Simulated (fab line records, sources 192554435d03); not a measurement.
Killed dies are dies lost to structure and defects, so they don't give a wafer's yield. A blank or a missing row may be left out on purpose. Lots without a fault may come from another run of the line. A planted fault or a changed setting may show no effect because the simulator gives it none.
Chamber matching | flow n5_finfet | N5_BEOL_M11_ETCH_62 on rie_diel-05: 4 sister chambers
The step etches SOC in N2/H2, target depth 110 nm, overetch 22 nm, time 165 s. 8 wafers are shown with their chamber, then 12 later ones without.

WAFERS WITH THEIR CHAMBER
wafer  | chamber | showerhead_plenum_p_Torr (Torr) | drypump_motor_current_A (A)
L085.3 | 0       | 2.50                            | 5.83
L086.6 | 2       | 2.68                            | 5.81
L093.1 | 0       | 2.49                            | 5.82
L093.3 | 3       | 2.41                            | 6.01
L093.4 | 1       | 2.49                            | 5.68
L095.1 | 3       | 2.41                            | 6.00
L095.2 | 1       | 2.49                            | 5.69
L095.3 | 2       | 2.68                            | 5.83

WAFERS WITHOUT THEIR CHAMBER
wafer  | showerhead_plenum_p_Torr (Torr) | drypump_motor_current_A (A)
L095.4 | 2.49                            | 5.68
L095.5 | 2.68                            | 5.83
L095.6 | 2.41                            | 6.02
L094.2 | 2.49                            | 5.67
L094.3 | 2.68                            | 5.82
L094.6 | 2.41                            | 6.01
L096.1 | 2.41                            | 6.02
L096.4 | 2.49                            | 5.68
L096.5 | 2.68                            | 5.79
L097.2 | 2.49                            | 5.83
L097.4 | 2.49                            | 5.71
L097.5 | 2.68                            | 5.83

WHICH CHAMBER EACH WENT THROUGH
wafer  | from the rows above | in truth
L095.4 | 1                   | 1
L095.5 | 2                   | 2
L095.6 | 3                   | 3
L094.2 | 1                   | 1
L094.3 | 2                   | 2
L094.6 | 3                   | 3
L096.1 | 3                   | 3
L096.4 | 1                   | 1
L096.5 | 2                   | 2
L097.2 | 0                   | 0
L097.4 | 1                   | 1
L097.5 | 2                   | 2
Placed correctly: 12 of 12. Can't be placed from these rows: 0. Placed wrongly: 0.
How it was worked out, from the rows above alone: a wafer's distance from a chamber is the root of the sum, over the readings, of the square of ((its reading less the chamber's mean) divided by the reading's scatter). The wafer belongs to the nearest chamber; if the next one is less than 2 further off, it can't be placed. A chamber's mean is the mean of its shown wafers. The scatter: the root of (the sum of the squares of (reading less its chamber's mean) over the shown wafers, divided by (wafers less chambers)).
